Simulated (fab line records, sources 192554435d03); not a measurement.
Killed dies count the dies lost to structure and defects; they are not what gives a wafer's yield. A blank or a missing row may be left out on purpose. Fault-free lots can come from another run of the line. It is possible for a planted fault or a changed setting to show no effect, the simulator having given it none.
Which tool was responsible? :: flow n5-finfet :: 72 wafers from 24 lots sampled at 6 of the route's 1938 steps

WHAT THE GAUGES SHOWED, per wafer
N5_BEOL_M8_THK_MEAS_01.
lot: L074
measured: day 8 21:11
on: film-metro-01
M8_ILD_THK (nm): 155.7 154.9 157.7

lot: L076
measured: day 9 08:56
on: film-metro-02
M8_ILD_THK (nm): 155.5 154.8 157.4

lot: L075
measured: day 9 20:39
on: film-metro-01
M8_ILD_THK (nm): 158.3 159.1 156.7

lot: L077
measured: day 10 04:52
on: film-metro-01
M8_ILD_THK (nm): 159.5 158.9 159.7

lot: L078
measured: day 10 15:22
on: film-metro-02
M8_ILD_THK (nm): 154.8 154.8 155.5

lot: L079
measured: day 11 02:06
on: film-metro-02
M8_ILD_THK (nm): 153.1 157.3 156.9

lot: L080
measured: day 11 05:34
on: film-metro-02
M8_ILD_THK (nm): 150.7 156.1 153.5

lot: L083
measured: day 11 16:08
on: film-metro-02
M8_ILD_THK (nm): 153.1 154.4 155.1

lot: L081
measured: day 12 01:34
on: film-metro-01
M8_ILD_THK (nm): 153.9 159.8 157.7

lot: L082
measured: day 12 04:46
on: film-metro-01
M8_ILD_THK (nm): 153.0 155.7 153.5

lot: L084
measured: day 12 15:11
on: film-metro-02
M8_ILD_THK (nm): 154.0 154.1 156.4

lot: L085
measured: day 12 21:01
on: film-metro-01
M8_ILD_THK (nm): 152.7 152.7 151.7

lot: L086
measured: day 13 03:38
on: film-metro-01
M8_ILD_THK (nm): 159.4 158.2 158.1

lot: L089
measured: day 13 05:23
on: film-metro-01
M8_ILD_THK (nm): 153.7 155.4 153.8

lot: L087
measured: day 13 13:29
on: film-metro-01
M8_ILD_THK (nm): 153.1 155.2 157.9

lot: L088
measured: day 13 16:03
on: film-metro-01
M8_ILD_THK (nm): 155.6 155.2 158.0

lot: L090
measured: day 13 21:34
on: film-metro-01
M8_ILD_THK (nm): 155.2 155.2 158.0

lot: L092
measured: day 14 01:05
on: film-metro-01
M8_ILD_THK (nm): 156.3 157.0 157.6

lot: L093
measured: day 14 04:14
on: film-metro-01
M8_ILD_THK (nm): 154.6 155.8 157.2

lot: L091
measured: day 14 08:03
on: film-metro-01
M8_ILD_THK (nm): 152.9 153.4 156.0

lot: L094
measured: day 15 01:36
on: film-metro-02
M8_ILD_THK (nm): 152.8 153.0 150.2

lot: L095
measured: day 15 02:05
on: film-metro-01
M8_ILD_THK (nm): 154.1 152.5 154.4

lot: L097
measured: day 15 13:33
on: film-metro-02
M8_ILD_THK (nm): 153.3 154.1 157.4

lot: L096
measured: day 16 05:04
on: film-metro-01
M8_ILD_THK (nm): 156.1 154.7 157.5

N5_BEOL_M9_CD_MEAS_11: target cd 64.1 nm.
lot: L074
measured: day 9 09:39
on: cd-sem-02
cd-nm (nm): 64.5 64.0 64.6

lot: L076
measured: day 9 20:39
on: cd-sem-03
cd-nm (nm): 63.7 63.4 63.1

lot: L075
measured: day 10 06:20
on: cd-sem-02
cd-nm (nm): 65.0 64.3 65.2

lot: L077
measured: day 10 16:44
on: cd-sem-01
cd-nm (nm): 65.0 64.0 64.0

lot: L078
measured: day 11 02:44
on: cd-sem-01
cd-nm (nm): 64.8 63.7 64.3

lot: L079
measured: day 11 13:09
on: cd-sem-01
cd-nm (nm): 64.4 63.7 64.0

lot: L080
measured: day 11 21:17
on: cd-sem-03
cd-nm (nm): 64.4 64.6 64.8

lot: L083
measured: day 12 04:01
on: cd-sem-02
cd-nm (nm): 64.5 64.8 64.6

lot: L081
measured: day 12 13:17
on: cd-sem-02
cd-nm (nm): 64.6 64.4 64.3

lot: L082
measured: day 12 13:31
on: cd-sem-01
cd-nm (nm): 64.1 64.5 64.2

lot: L084
measured: day 12 22:46
on: cd-sem-02
cd-nm (nm): 64.1 64.5 64.5

lot: L085
measured: day 13 06:04
on: cd-sem-03
cd-nm (nm): 64.3 64.1 64.4

lot: L086
measured: day 13 15:52
on: cd-sem-02
cd-nm (nm): 64.6 64.0 64.7

lot: L089
measured: day 13 15:29
on: cd-sem-02
cd-nm (nm): 63.3 64.0 64.1

lot: L087
measured: day 13 22:53
on: cd-sem-03
cd-nm (nm): 63.8 64.5 64.0

lot: L088
measured: day 14 00:00
on: cd-sem-02
cd-nm (nm): 64.6 64.3 64.7

lot: L090
measured: day 14 05:28
on: cd-sem-02
cd-nm (nm): 63.9 63.6 64.3

lot: L092
measured: day 14 10:15
on: cd-sem-03
cd-nm (nm): 64.6 63.6 63.7

lot: L093
measured: day 14 11:26
on: cd-sem-01
cd-nm (nm): 64.3 64.1 64.2

lot: L091
measured: day 14 16:35
on: cd-sem-03
cd-nm (nm): 64.0 63.7 63.7

lot: L094
measured: day 15 11:07
on: cd-sem-03
cd-nm (nm): 65.0 64.4 64.6

lot: L095
measured: day 15 11:17
on: cd-sem-02
cd-nm (nm): 64.5 64.2 64.5

lot: L097
measured: day 15 23:53
on: cd-sem-01
cd-nm (nm): 63.8 64.0 63.5

lot: L096
measured: day 16 17:32
on: cd-sem-03
cd-nm (nm): 64.0 64.9 64.6

EACH LOT AND THE TOOL THAT RAN IT (in order: tool; ch and the chambers of the sampled wafers; start)
lot: L074
N5_BEOL_M8_CURE_74: uv-cure-03 ch 0, day 8 20:46
N5_BEOL_M8_STRIP_67: rie-diel-01 ch 1,3, day 8 23:32
N5_BEOL_M8_ETCH_41: rie-diel-04 ch 0,1,2, day 9 05:15 or earlier
N5_BEOL_M8_PRE_CLEAN_45: pvd-sputter-03, day 9 05:15

lot: L076
N5_BEOL_M8_CURE_74: uv-cure-01 ch 1, day 9 08:07
N5_BEOL_M8_STRIP_67: rie-diel-04 ch 0,1,3, day 9 12:29
N5_BEOL_M8_ETCH_41: rie-diel-01 ch 0,1,2, day 9 15:27 or earlier
N5_BEOL_M8_PRE_CLEAN_45: pvd-sputter-02, day 9 15:27

lot: L075
N5_BEOL_M8_CURE_74: uv-cure-01 ch 0, day 9 19:39
N5_BEOL_M8_STRIP_67: rie-diel-02 ch 2,3, day 9 21:56
N5_BEOL_M8_ETCH_41: rie-diel-01 ch 0,3, day 10 00:04 or earlier
N5_BEOL_M8_PRE_CLEAN_45: pvd-sputter-03, day 10 00:04

lot: L077
N5_BEOL_M8_CURE_74: uv-cure-02 ch 2, day 10 04:35
N5_BEOL_M8_STRIP_67: rie-diel-01 ch 0,1,2, day 10 06:47
N5_BEOL_M8_ETCH_41: rie-diel-01 ch 1,2, day 10 11:23 or earlier
N5_BEOL_M8_PRE_CLEAN_45: pvd-sputter-02, day 10 11:23

lot: L078
N5_BEOL_M8_CURE_74: uv-cure-02 ch 1, day 10 14:22
N5_BEOL_M8_STRIP_67: rie-diel-02 ch 0,1,3, day 10 17:43
N5_BEOL_M8_ETCH_41: rie-diel-01 ch 0,1,2, day 10 22:57 or earlier
N5_BEOL_M8_PRE_CLEAN_45: pvd-sputter-03, day 10 22:57

lot: L079
N5_BEOL_M8_CURE_74: uv-cure-01 ch 0, day 11 01:40
N5_BEOL_M8_STRIP_67: rie-diel-04 ch 0,1,3, day 11 03:23
N5_BEOL_M8_ETCH_41: rie-diel-04 ch 0,3, day 11 08:32 or earlier
N5_BEOL_M8_PRE_CLEAN_45: pvd-sputter-02, day 11 08:32

lot: L080
N5_BEOL_M8_CURE_74: uv-cure-02 ch 1, day 11 05:08
N5_BEOL_M8_STRIP_67: rie-diel-02 ch 1,3, day 11 09:07
N5_BEOL_M8_ETCH_41: rie-diel-02 ch 0,1,3, day 11 16:10 or earlier
N5_BEOL_M8_PRE_CLEAN_45: pvd-sputter-02, day 11 16:10

lot: L083
N5_BEOL_M8_CURE_74: uv-cure-03 ch 1, day 11 15:43
N5_BEOL_M8_STRIP_67: rie-diel-04 ch 2,3, day 11 17:57
N5_BEOL_M8_ETCH_41: rie-diel-01 ch 1,3, day 11 22:05 or earlier
N5_BEOL_M8_PRE_CLEAN_45: pvd-sputter-03, day 11 22:05

lot: L081
N5_BEOL_M8_CURE_74: uv-cure-01 ch 1, day 12 01:13
N5_BEOL_M8_STRIP_67: rie-diel-02 ch 1,2, day 12 04:05
N5_BEOL_M8_ETCH_41: rie-diel-02 ch 1,3, day 12 08:52 or earlier
N5_BEOL_M8_PRE_CLEAN_45: pvd-sputter-03, day 12 08:52

lot: L082
N5_BEOL_M8_CURE_74: uv-cure-02 ch 0, day 12 04:19
N5_BEOL_M8_STRIP_67: rie-diel-04 ch 1,2,3, day 12 06:50
N5_BEOL_M8_ETCH_41: rie-diel-01 ch 1,2, day 12 09:29 or earlier
N5_BEOL_M8_PRE_CLEAN_45: pvd-sputter-03, day 12 09:29

lot: L084
N5_BEOL_M8_CURE_74: uv-cure-02 ch 1, day 12 14:46
N5_BEOL_M8_STRIP_67: rie-diel-01 ch 0,2,3, day 12 17:03
N5_BEOL_M8_ETCH_41: rie-diel-01 ch 2,3, day 12 19:16 or earlier
N5_BEOL_M8_PRE_CLEAN_45: pvd-sputter-03, day 12 19:16

lot: L085
N5_BEOL_M8_CURE_74: uv-cure-02 ch 0, day 12 20:30
N5_BEOL_M8_STRIP_67: rie-diel-01 ch 0,2,3, day 12 22:26
N5_BEOL_M8_ETCH_41: rie-diel-02 ch 0,1,3, day 13 01:07 or earlier
N5_BEOL_M8_PRE_CLEAN_45: pvd-sputter-03, day 13 01:07

lot: L086
N5_BEOL_M8_CURE_74: uv-cure-02 ch 1, day 13 03:21
N5_BEOL_M8_STRIP_67: rie-diel-02 ch 0,1,3, day 13 05:07
N5_BEOL_M8_ETCH_41: rie-diel-01 ch 0,3, day 13 10:28 or earlier
N5_BEOL_M8_PRE_CLEAN_45: pvd-sputter-03, day 13 10:28

lot: L089
N5_BEOL_M8_CURE_74: uv-cure-02 ch 2, day 13 05:02
N5_BEOL_M8_STRIP_67: rie-diel-02 ch 0,3, day 13 07:08
N5_BEOL_M8_ETCH_41: rie-diel-01 ch 2,3, day 13 10:07 or earlier
N5_BEOL_M8_PRE_CLEAN_45: pvd-sputter-02, day 13 10:07

lot: L087
N5_BEOL_M8_CURE_74: uv-cure-02 ch 0, day 13 13:04
N5_BEOL_M8_STRIP_67: rie-diel-01 ch 0,1,2, day 13 15:47
N5_BEOL_M8_ETCH_41: rie-diel-02 ch 1,3, day 13 19:01 or earlier
N5_BEOL_M8_PRE_CLEAN_45: pvd-sputter-02, day 13 19:01

lot: L088
N5_BEOL_M8_CURE_74: uv-cure-02 ch 0, day 13 15:37
N5_BEOL_M8_STRIP_67: rie-diel-04 ch 0,1,3, day 13 17:15
N5_BEOL_M8_ETCH_41: rie-diel-02 ch 0,2,3, day 13 19:17 or earlier
N5_BEOL_M8_PRE_CLEAN_45: pvd-sputter-01, day 13 19:17

lot: L090
N5_BEOL_M8_CURE_74: uv-cure-03 ch 1, day 13 21:08
N5_BEOL_M8_STRIP_67: rie-diel-02 ch 0,2,3, day 13 23:29
N5_BEOL_M8_ETCH_41: rie-diel-01 ch 0,1,2, day 14 02:16 or earlier
N5_BEOL_M8_PRE_CLEAN_45: pvd-sputter-01, day 14 02:16

lot: L092
N5_BEOL_M8_CURE_74: uv-cure-01 ch 0, day 14 00:39
N5_BEOL_M8_STRIP_67: rie-diel-01 ch 0,2,3, day 14 03:20
N5_BEOL_M8_ETCH_41: rie-diel-02 ch 1,2, day 14 05:41 or earlier
N5_BEOL_M8_PRE_CLEAN_45: pvd-sputter-03, day 14 05:41

lot: L093
N5_BEOL_M8_CURE_74: uv-cure-01 ch 1, day 14 03:43
N5_BEOL_M8_STRIP_67: rie-diel-04 ch 0,2,3, day 14 05:37
N5_BEOL_M8_ETCH_41: rie-diel-02 ch 1,3, day 14 07:43 or earlier
N5_BEOL_M8_PRE_CLEAN_45: pvd-sputter-02, day 14 07:43

lot: L091
N5_BEOL_M8_CURE_74: uv-cure-02 ch 1, day 14 07:32
N5_BEOL_M8_STRIP_67: rie-diel-04 ch 2,3, day 14 10:29
N5_BEOL_M8_ETCH_41: rie-diel-01 ch 0,1,3, day 14 12:31 or earlier
N5_BEOL_M8_PRE_CLEAN_45: pvd-sputter-01, day 14 12:31

lot: L094
N5_BEOL_M8_CURE_74: uv-cure-01 ch 0, day 15 01:05
N5_BEOL_M8_STRIP_67: rie-diel-01 ch 1,2,3, day 15 02:52
N5_BEOL_M8_ETCH_41: rie-diel-04 ch 0,2,3, day 15 06:38 or earlier
N5_BEOL_M8_PRE_CLEAN_45: pvd-sputter-03, day 15 06:38

lot: L095
N5_BEOL_M8_CURE_74: uv-cure-01 ch 2, day 15 01:39
N5_BEOL_M8_STRIP_67: rie-diel-04 ch 0,2,3, day 15 04:04
N5_BEOL_M8_ETCH_41: rie-diel-04 ch 0,2, day 15 06:43 or earlier
N5_BEOL_M8_PRE_CLEAN_45: pvd-sputter-03, day 15 06:43

lot: L097
N5_BEOL_M8_CURE_74: uv-cure-01 ch 2, day 15 13:02
N5_BEOL_M8_STRIP_67: rie-diel-01 ch 0,1,2, day 15 14:58
N5_BEOL_M8_ETCH_41: rie-diel-04 ch 0,2,3, day 15 16:56 or earlier
N5_BEOL_M8_PRE_CLEAN_45: pvd-sputter-03, day 15 16:56

lot: L096
N5_BEOL_M8_CURE_74: uv-cure-02 ch 1, day 16 04:48
N5_BEOL_M8_STRIP_67: rie-diel-04 ch 1,2,3, day 16 06:38
N5_BEOL_M8_ETCH_41: rie-diel-04 ch 1,2,3, day 16 11:18 or earlier
N5_BEOL_M8_PRE_CLEAN_45: pvd-sputter-01, day 16 11:18
- N5_BEOL_M8_CURE_74: cures SiCOH lowk, time 240 s.
- N5_BEOL_M8_STRIP_67: strips in CF4.
- N5_BEOL_M8_ETCH_41: etches SiCN in CH3F/O2, target depth 31.9 nm, time 57.8 s.
- N5_BEOL_M8_PRE_CLEAN_45: time 30 s.

AS READ BY THE TOOLS THEMSELVES (means over the sampled wafers that have a number; for cases with no such wafer, the mark the record gives instead)
N5_BEOL_M8_CURE_74.
lot: L074
tool: uv-cure-03
lamp-power-pct (%): 52.34
wafer_temp_C_max: 386.4

lot: L076
tool: uv-cure-01
lamp-power-pct (%): 52.40
wafer_temp_C_max: 387.4

lot: L075
tool: uv-cure-01
lamp-power-pct (%): 52.33
wafer_temp_C_max: 386.0

lot: L077
tool: uv-cure-02
lamp-power-pct (%): 52.39
wafer_temp_C_max: 386.4

lot: L078
tool: uv-cure-02
lamp-power-pct (%): 52.29
wafer_temp_C_max: 387.4

lot: L079
tool: uv-cure-01
lamp-power-pct (%): 52.30
wafer_temp_C_max: 386.7

lot: L080
tool: uv-cure-02
lamp-power-pct (%): 52.26
wafer_temp_C_max: 387.7

lot: L083
tool: uv-cure-03
lamp-power-pct (%): 52.36
wafer_temp_C_max: 387.6

lot: L081
tool: uv-cure-01
lamp-power-pct (%): 52.34
wafer_temp_C_max: 388.3

lot: L082
tool: uv-cure-02
lamp-power-pct (%): 52.31
wafer_temp_C_max: 386.6

lot: L084
tool: uv-cure-02
lamp-power-pct (%): 52.24
wafer_temp_C_max: 388.1

lot: L085
tool: uv-cure-02
lamp-power-pct (%): 52.31
wafer_temp_C_max: 386.3

lot: L086
tool: uv-cure-02
lamp-power-pct (%): 52.34
wafer_temp_C_max: 387.5

lot: L089
tool: uv-cure-02
lamp-power-pct (%): 52.34
wafer_temp_C_max: 386.3

lot: L087
tool: uv-cure-02
lamp-power-pct (%): 52.39
wafer_temp_C_max: 386.8

lot: L088
tool: uv-cure-02
lamp-power-pct (%): 52.34
wafer_temp_C_max: 386.1

lot: L090
tool: uv-cure-03
lamp-power-pct (%): 52.35
wafer_temp_C_max: 387.6

lot: L092
tool: uv-cure-01
lamp-power-pct (%): 52.28
wafer_temp_C_max: 386.3

lot: L093
tool: uv-cure-01
lamp-power-pct (%): 52.34
wafer_temp_C_max: 387.9

lot: L091
tool: uv-cure-02
lamp-power-pct (%): 52.29
wafer_temp_C_max: 387.5

lot: L094
tool: uv-cure-01
lamp-power-pct (%): 52.24
wafer_temp_C_max: 386.8

lot: L095
tool: uv-cure-01
lamp-power-pct (%): 52.35
wafer_temp_C_max: 386.4

lot: L097
tool: uv-cure-01
lamp-power-pct (%): 52.37
wafer_temp_C_max: 386.3

lot: L096
tool: uv-cure-02
lamp-power-pct (%): 52.26
wafer_temp_C_max: 386.9

N5_BEOL_M8_STRIP_67.
lot: L074
tool: rie-diel-01
drypump-motor-current-A (A): 5.8
oes-product-au (a.u.): 0.81
rf-vpp-V (V): 271.0
showerhead-plenum-p-Torr (Torr): 1.78
throttle-valve-pct (%): 13.48

lot: L076
tool: rie-diel-04
drypump-motor-current-A (A): 5.6
oes-product-au (a.u.): 0.80
rf-vpp-V (V): 271.6
showerhead-plenum-p-Torr (Torr): 1.78
throttle-valve-pct (%): 13.61

lot: L075
tool: rie-diel-02
drypump-motor-current-A (A): 5.2
oes-product-au (a.u.): 0.73
rf-vpp-V (V): 272.7
showerhead-plenum-p-Torr (Torr): 1.83
throttle-valve-pct (%): 13.61

lot: L077
tool: rie-diel-01
drypump-motor-current-A (A): 5.7
oes-product-au (a.u.): 0.79
rf-vpp-V (V): 272.5
showerhead-plenum-p-Torr (Torr): 1.87
throttle-valve-pct (%): 13.46

lot: L078
tool: rie-diel-02
drypump-motor-current-A (A): 5.2
oes-product-au (a.u.): 0.74
rf-vpp-V (V): 271.6
showerhead-plenum-p-Torr (Torr): 1.83
throttle-valve-pct (%): 13.83

lot: L079
tool: rie-diel-04
drypump-motor-current-A (A): 5.6
oes-product-au (a.u.): 0.80
rf-vpp-V (V): 272.0
showerhead-plenum-p-Torr (Torr): 1.78
throttle-valve-pct (%): 13.64

lot: L080
tool: rie-diel-02
drypump-motor-current-A (A): 4.8
oes-product-au (a.u.): 0.77
rf-vpp-V (V): 271.9
showerhead-plenum-p-Torr (Torr): 1.82
throttle-valve-pct (%): 13.72

lot: L083
tool: rie-diel-04
drypump-motor-current-A (A): 5.5
oes-product-au (a.u.): 0.82
rf-vpp-V (V): 271.3
showerhead-plenum-p-Torr (Torr): 1.81
throttle-valve-pct (%): 13.56

lot: L081
tool: rie-diel-02
drypump-motor-current-A (A): 4.9
oes-product-au (a.u.): 0.77
rf-vpp-V (V): 270.2
showerhead-plenum-p-Torr (Torr): 1.78
throttle-valve-pct (%): 13.72

lot: L082
tool: rie-diel-04
drypump-motor-current-A (A): 5.5
oes-product-au (a.u.): 0.82
rf-vpp-V (V): 272.0
showerhead-plenum-p-Torr (Torr): 1.79
throttle-valve-pct (%): 13.55

lot: L084
tool: rie-diel-01
drypump-motor-current-A (A): 5.7
oes-product-au (a.u.): 0.84
rf-vpp-V (V): 272.0
showerhead-plenum-p-Torr (Torr): 1.83
throttle-valve-pct (%): 13.39

lot: L085
tool: rie-diel-01
drypump-motor-current-A (A): 5.7
oes-product-au (a.u.): 0.83
rf-vpp-V (V): 270.9
showerhead-plenum-p-Torr (Torr): 1.83
throttle-valve-pct (%): 13.42

lot: L086
tool: rie-diel-02
drypump-motor-current-A (A): 5.1
oes-product-au (a.u.): 0.81
rf-vpp-V (V): 271.9
showerhead-plenum-p-Torr (Torr): 1.82
throttle-valve-pct (%): 13.67

lot: L089
tool: rie-diel-02
drypump-motor-current-A (A): 5.3
oes-product-au (a.u.): 0.79
rf-vpp-V (V): 272.5
showerhead-plenum-p-Torr (Torr): 1.84
throttle-valve-pct (%): 13.64

lot: L087
tool: rie-diel-01
drypump-motor-current-A (A): 5.8
oes-product-au (a.u.): 0.88
rf-vpp-V (V): 272.2
showerhead-plenum-p-Torr (Torr): 1.86
throttle-valve-pct (%): 13.32

lot: L088
tool: rie-diel-04
drypump-motor-current-A (A): 5.6
oes-product-au (a.u.): 0.87
rf-vpp-V (V): 270.5
showerhead-plenum-p-Torr (Torr): 1.78
throttle-valve-pct (%): 13.49

lot: L090
tool: rie-diel-02
drypump-motor-current-A (A): 5.4
oes-product-au (a.u.): 0.78
rf-vpp-V (V): 271.6
showerhead-plenum-p-Torr (Torr): 1.81
throttle-valve-pct (%): 13.64

lot: L092
tool: rie-diel-01
drypump-motor-current-A (A): 5.7
oes-product-au (a.u.): 0.82
rf-vpp-V (V): 270.8
showerhead-plenum-p-Torr (Torr): 1.83
throttle-valve-pct (%): 13.42

lot: L093
tool: rie-diel-04
drypump-motor-current-A (A): 5.6
oes-product-au (a.u.): 0.85
rf-vpp-V (V): 272.2
showerhead-plenum-p-Torr (Torr): 1.79
throttle-valve-pct (%): 13.53

lot: L091
tool: rie-diel-04
drypump-motor-current-A (A): 5.5
oes-product-au (a.u.): 0.80
rf-vpp-V (V): 271.3
showerhead-plenum-p-Torr (Torr): 1.80
throttle-valve-pct (%): 13.62

lot: L094
tool: rie-diel-01
drypump-motor-current-A (A): 5.9
oes-product-au (a.u.): 0.85
rf-vpp-V (V): 272.0
showerhead-plenum-p-Torr (Torr): 1.81
throttle-valve-pct (%): 13.36

lot: L095
tool: rie-diel-04
drypump-motor-current-A (A): 5.6
oes-product-au (a.u.): 0.83
rf-vpp-V (V): 270.7
showerhead-plenum-p-Torr (Torr): 1.79
throttle-valve-pct (%): 13.57

lot: L097
tool: rie-diel-01
drypump-motor-current-A (A): 5.7
oes-product-au (a.u.): 0.85
rf-vpp-V (V): 272.6
showerhead-plenum-p-Torr (Torr): 1.86
throttle-valve-pct (%): 13.36

lot: L096
tool: rie-diel-04
drypump-motor-current-A (A): 5.5
oes-product-au (a.u.): 0.80
rf-vpp-V (V): 270.7
showerhead-plenum-p-Torr (Torr): 1.78
throttle-valve-pct (%): 13.63

N5_BEOL_M8_ETCH_41.
lot: L074
tool: rie-diel-04
drypump-motor-current-A (A): 5.5
oes-product-au (a.u.): 0.81
rf-fwd-power-W (W): 392.1
rf-vpp-V (V): 297.3
showerhead-plenum-p-Torr (Torr): 1.98
throttle-valve-pct (%): 16.33

lot: L076
tool: rie-diel-01
drypump-motor-current-A (A): 5.7
oes-product-au (a.u.): 0.80
rf-fwd-power-W (W): 390.8
rf-vpp-V (V): 298.7
showerhead-plenum-p-Torr (Torr): 2.09
throttle-valve-pct (%): 16.20

lot: L075
tool: rie-diel-01
drypump-motor-current-A (A): 5.6
oes-product-au (a.u.): 0.86
rf-fwd-power-W (W): 391.1
rf-vpp-V (V): 297.2
showerhead-plenum-p-Torr (Torr): 2.00
throttle-valve-pct (%): 16.12

lot: L077
tool: rie-diel-01
drypump-motor-current-A (A): 6.0
oes-product-au (a.u.): 0.73
rf-fwd-power-W (W): 389.0
rf-vpp-V (V): 298.0
showerhead-plenum-p-Torr (Torr): 2.08
throttle-valve-pct (%): 16.33

lot: L078
tool: rie-diel-01
drypump-motor-current-A (A): 5.7
oes-product-au (a.u.): 0.79
rf-fwd-power-W (W): 389.9
rf-vpp-V (V): 298.5
showerhead-plenum-p-Torr (Torr): 2.09
throttle-valve-pct (%): 16.22

lot: L079
tool: rie-diel-04
drypump-motor-current-A (A): 5.7
oes-product-au (a.u.): 0.74
rf-fwd-power-W (W): 392.6
rf-vpp-V (V): 296.2
showerhead-plenum-p-Torr (Torr): 1.99
throttle-valve-pct (%): 16.47

lot: L080
tool: rie-diel-02
drypump-motor-current-A (A): 5.1
oes-product-au (a.u.): 0.72
rf-fwd-power-W (W): 391.6
rf-vpp-V (V): 298.1
showerhead-plenum-p-Torr (Torr): 2.04
throttle-valve-pct (%): 16.58

lot: L083
tool: rie-diel-01
drypump-motor-current-A (A): 5.8
oes-product-au (a.u.): 0.78
rf-fwd-power-W (W): 390.3
rf-vpp-V (V): 297.8
showerhead-plenum-p-Torr (Torr): 1.98
throttle-valve-pct (%): 16.27

lot: L081
tool: rie-diel-02
drypump-motor-current-A (A): 4.9
oes-product-au (a.u.): 0.74
rf-fwd-power-W (W): 391.2
rf-vpp-V (V): 298.3
showerhead-plenum-p-Torr (Torr): 2.05
throttle-valve-pct (%): 16.44

lot: L082
tool: rie-diel-01
drypump-motor-current-A (A): 5.9
oes-product-au (a.u.): 0.72
rf-fwd-power-W (W): 388.3
rf-vpp-V (V): 298.8
showerhead-plenum-p-Torr (Torr): 2.07
throttle-valve-pct (%): 16.35

lot: L084
tool: rie-diel-01
drypump-motor-current-A (A): 5.8
oes-product-au (a.u.): 0.84
rf-fwd-power-W (W): 391.0
rf-vpp-V (V): 297.5
showerhead-plenum-p-Torr (Torr): 2.00
throttle-valve-pct (%): 16.15

lot: L085
tool: rie-diel-02
drypump-motor-current-A (A): 5.2
oes-product-au (a.u.): 0.83
rf-fwd-power-W (W): 392.2
rf-vpp-V (V): 297.1
showerhead-plenum-p-Torr (Torr): 2.04
throttle-valve-pct (%): 16.43

lot: L086
tool: rie-diel-01
drypump-motor-current-A (A): 5.5
oes-product-au (a.u.): 0.82
rf-fwd-power-W (W): 390.6
rf-vpp-V (V): 297.4
showerhead-plenum-p-Torr (Torr): 1.99
throttle-valve-pct (%): 16.16

lot: L089
tool: rie-diel-01
drypump-motor-current-A (A): 5.9
oes-product-au (a.u.): 0.82
rf-fwd-power-W (W): 390.5
rf-vpp-V (V): 298.6
showerhead-plenum-p-Torr (Torr): 2.05
throttle-valve-pct (%): 16.15

lot: L087
tool: rie-diel-02
drypump-motor-current-A (A): 5.0
oes-product-au (a.u.): 0.72
rf-fwd-power-W (W): 390.1
rf-vpp-V (V): 298.1
showerhead-plenum-p-Torr (Torr): 2.04
throttle-valve-pct (%): 16.47

lot: L088
tool: rie-diel-02
drypump-motor-current-A (A): 5.4
oes-product-au (a.u.): 0.78
rf-fwd-power-W (W): 391.2
rf-vpp-V (V): 298.1
showerhead-plenum-p-Torr (Torr): 2.03
throttle-valve-pct (%): 16.36

lot: L090
tool: rie-diel-01
drypump-motor-current-A (A): 5.8
oes-product-au (a.u.): 0.87
rf-fwd-power-W (W): 390.3
rf-vpp-V (V): 299.0
showerhead-plenum-p-Torr (Torr): 2.08
throttle-valve-pct (%): 16.09

lot: L092
tool: rie-diel-02
drypump-motor-current-A (A): 5.0
oes-product-au (a.u.): 0.75
rf-fwd-power-W (W): 392.0
rf-vpp-V (V): 297.1
showerhead-plenum-p-Torr (Torr): 1.99
throttle-valve-pct (%): 16.53

lot: L093
tool: rie-diel-02
drypump-motor-current-A (A): 5.0
oes-product-au (a.u.): 0.72
rf-fwd-power-W (W): 391.2
rf-vpp-V (V): 298.4
showerhead-plenum-p-Torr (Torr): 2.04
throttle-valve-pct (%): 16.48

lot: L091
tool: rie-diel-01
drypump-motor-current-A (A): 5.6
oes-product-au (a.u.): 0.86
rf-fwd-power-W (W): 389.0
rf-vpp-V (V): 298.8
showerhead-plenum-p-Torr (Torr): 2.03
throttle-valve-pct (%): 16.12

lot: L094
tool: rie-diel-04
drypump-motor-current-A (A): 5.6
oes-product-au (a.u.): 0.83
rf-fwd-power-W (W): 392.3
rf-vpp-V (V): 297.7
showerhead-plenum-p-Torr (Torr): 1.99
throttle-valve-pct (%): 16.30

lot: L095
tool: rie-diel-04
drypump-motor-current-A (A): 5.6
oes-product-au (a.u.): 0.87
rf-fwd-power-W (W): 391.4
rf-vpp-V (V): 296.7
showerhead-plenum-p-Torr (Torr): 1.98
throttle-valve-pct (%): 16.21

lot: L097
tool: rie-diel-04
drypump-motor-current-A (A): 5.6
oes-product-au (a.u.): 0.83
rf-fwd-power-W (W): 391.5
rf-vpp-V (V): 297.8
showerhead-plenum-p-Torr (Torr): 1.99
throttle-valve-pct (%): 16.30

lot: L096
tool: rie-diel-04
drypump-motor-current-A (A): 5.5
oes-product-au (a.u.): 0.80
rf-fwd-power-W (W): 391.5
rf-vpp-V (V): 296.7
showerhead-plenum-p-Torr (Torr): 1.98
throttle-valve-pct (%): 16.37

N5_BEOL_M8_PRE_CLEAN_45.
lot: L074
tool: pvd-sputter-03
heater-power-w (W): 325

lot: L076
tool: pvd-sputter-02
heater-power-w (W): 307

lot: L075
tool: pvd-sputter-03
heater-power-w (W): 330

lot: L077
tool: pvd-sputter-02
heater-power-w (W): 305

lot: L078
tool: pvd-sputter-03
heater-power-w (W): 323

lot: L079
tool: pvd-sputter-02
heater-power-w (W): 343

lot: L080
tool: pvd-sputter-02
heater-power-w (W): 309

lot: L083
tool: pvd-sputter-03
heater-power-w (W): 348

lot: L081
tool: pvd-sputter-03
heater-power-w (W): 317

lot: L082
tool: pvd-sputter-03
heater-power-w (W): 326

lot: L084
tool: pvd-sputter-03
heater-power-w (W): 341

lot: L085
tool: pvd-sputter-03
heater-power-w (W): 342

lot: L086
tool: pvd-sputter-03
heater-power-w (W): 333

lot: L089
tool: pvd-sputter-02
heater-power-w (W): 351

lot: L087
tool: pvd-sputter-02
heater-power-w (W): 339

lot: L088
tool: pvd-sputter-01
heater-power-w (W): 334

lot: L090
tool: pvd-sputter-01
heater-power-w (W): 312

lot: L092
tool: pvd-sputter-03
heater-power-w (W): 326

lot: L093
tool: pvd-sputter-02
heater-power-w (W): 312

lot: L091
tool: pvd-sputter-01
heater-power-w (W): 335

lot: L094
tool: pvd-sputter-03
heater-power-w (W): 333

lot: L095
tool: pvd-sputter-03
heater-power-w (W): 342

lot: L097
tool: pvd-sputter-03
heater-power-w (W): 316

lot: L096
tool: pvd-sputter-01
heater-power-w (W): 344

THE ANSWER, worked out from the rows above alone
Rule: usual is defined by the lots themselves. Put in order of their means at a reading, lots are off if they are a third of the lots or fewer, leave a main group of 4 or more, and stand apart from it by a gap of 3 or more times the standard deviation of the main group's means; of several such gaps the widest counts. A main group is skipped when, at the precision printed for the reading in the tables above, its means are all equal. A lot without any number at a reading at which 4 lots or more have one is off too. All remaining lots with rows at the step are treated as sound. Order of review: gauges by route order, followed by the tools' own readings, for which a lot's mean as printed above is used. The first step at which some lot is off is used, and at that step the reading that is off furthest; a lot without a number counts as furthest.
No lot is off at any reading shown: from this, nothing can be told.

WHAT THE SIMULATOR HAD PUT IN
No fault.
